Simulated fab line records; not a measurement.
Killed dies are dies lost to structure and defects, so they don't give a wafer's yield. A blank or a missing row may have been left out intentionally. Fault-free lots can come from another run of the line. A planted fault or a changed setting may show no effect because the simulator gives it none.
3 desks looking at one fault | flow n5-finfet | what lay behind the numbers comes last; until then each desk has only its own

## THE DEFECT DESK
For each lot, the counts of the inspections along the route, averaged over the sampled wafers that have a number. A lot is out of limits, marked OUT, if its mean lies more than 4 standard deviations from the usual mean; the brackets give that distance.
Columns: A = raw-defect-count at N5_BEOL_M8_INSPECT_30, usual 379
lot  | first seen here | A
L421 | day 8 23:41     | 295
L422 | day 9 10:50     | 596
L425 | day 9 18:02     | 410
L423 | day 10 00:46    | 480
L426 | day 10 04:07    | 401
L430 | day 10 23:11    | 296
L431 | day 11 09:50    | 257
L437 | day 13 11:32    | 438
L439 | day 14 02:38    | 390
L444 | day 15 08:57    | 321
This desk's verdict: no lot among the 10 shows anything out of limits.

## AT THE TOOL OWNER'S DESK: rie-diel-02
The tool's own readings at N5_BEOL_M8_ETCH_65 (etches SiARC in CF4, target depth 15.6 nm, time 26 s): means of the sampled wafers that have a number, for each lot that ran on this tool. A lot is out of limits, marked OUT, if its mean lies more than 4 standard deviations from the usual mean; the brackets give that distance.
Columns: A = drypump-motor-current-A at N5_BEOL_M8_ETCH_65, usual 5.7 A; B = etch-rf-on-time-s at N5_BEOL_M8_ETCH_65, usual 25.6 s; C = oes-product-au at N5_BEOL_M8_ETCH_65, usual 0.70 a.u.; D = rf-fwd-power-W at N5_BEOL_M8_ETCH_65, usual 531.8 W; E = rf-vpp-V at N5_BEOL_M8_ETCH_65, usual 183.9 V; F = showerhead-plenum-p-Torr at N5_BEOL_M8_ETCH_65, usual 2.13 Torr; G = throttle-valve-pct at N5_BEOL_M8_ETCH_65, usual 15.60 %
lot  | first seen here | A   | B               | C    | D               | E               | F    | G
L421 | day 8 23:46     | 6.1 | 25.5            | 0.76 | 532.5           | 182.9           | 2.12 | 15.49
L426 | day 10 04:24    | 5.9 | 25.5            | 0.72 | 532.0           | 184.3           | 2.18 | 15.50
L437 | day 13 11:37    | 5.9 | 20.8 (-7.2) OUT | 0.82 | 660.8 (+76) OUT | 171.2 (-11) OUT | 2.15 | 15.56
L439 | day 14 02:59    | 5.9 | 20.8 (-7.3) OUT | 0.83 | 662.9 (+77) OUT | 170.3 (-11) OUT | 2.15 | 15.61
This desk finds L437, L439 out of limits, L437 being first, at day 13 11:37 (etch-rf-on-time-s at N5_BEOL_M8_ETCH_65). L421, L426: within limits.

## FROM THE METROLOGY DESK
Means of the sampled wafers that have a number, per lot and without regard to the tool the lot ran on: this is what the gauges read. A lot is out of limits, marked OUT, if its mean lies more than 4 standard deviations from the usual mean; the brackets give that distance.
Columns: A = cd-nm at N5_BEOL_M8_CD_MEAS_11, usual 38.4 nm
lot  | first seen here | A
L421 | day 8 20:23     | 37.7
L422 | day 9 09:08     | 38.8
L425 | day 9 16:17     | 38.1
L423 | day 9 22:21     | 37.9
L426 | day 10 02:14    | 39.2
L430 | day 10 21:01    | 38.4
L431 | day 11 07:13    | 37.8
L437 | day 13 05:57    | 38.7
L439 | day 13 21:16    | 38.8
L444 | day 15 07:43    | 38.1
This desk's verdict: no lot among the 10 shows anything out of limits.

## BROUGHT TOGETHER
The tool owner's desk could have raised an alarm at day 13 11:37, on L437, L439.
Nothing the defect desk looked at was out of limits.
From the metrology desk's view, nothing was out of limits.
The defect desk has L437, L439 on record, within its limits.
The metrology desk has L437, L439 on record, within its limits.
Every lot named ran N5_BEOL_M8_ETCH_65 on rie-diel-02.

## WHAT HAD BEEN PUT IN BY THE SIMULATOR
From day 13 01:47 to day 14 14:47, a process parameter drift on rie-diel-02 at N5_BEOL_M8_ETCH_65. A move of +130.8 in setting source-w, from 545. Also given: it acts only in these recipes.
Shown lots that were struck: L437, L439.
How many hours passed from the start of the fault until each desk's first out-of-limits reading: the tool owner's desk, 10.
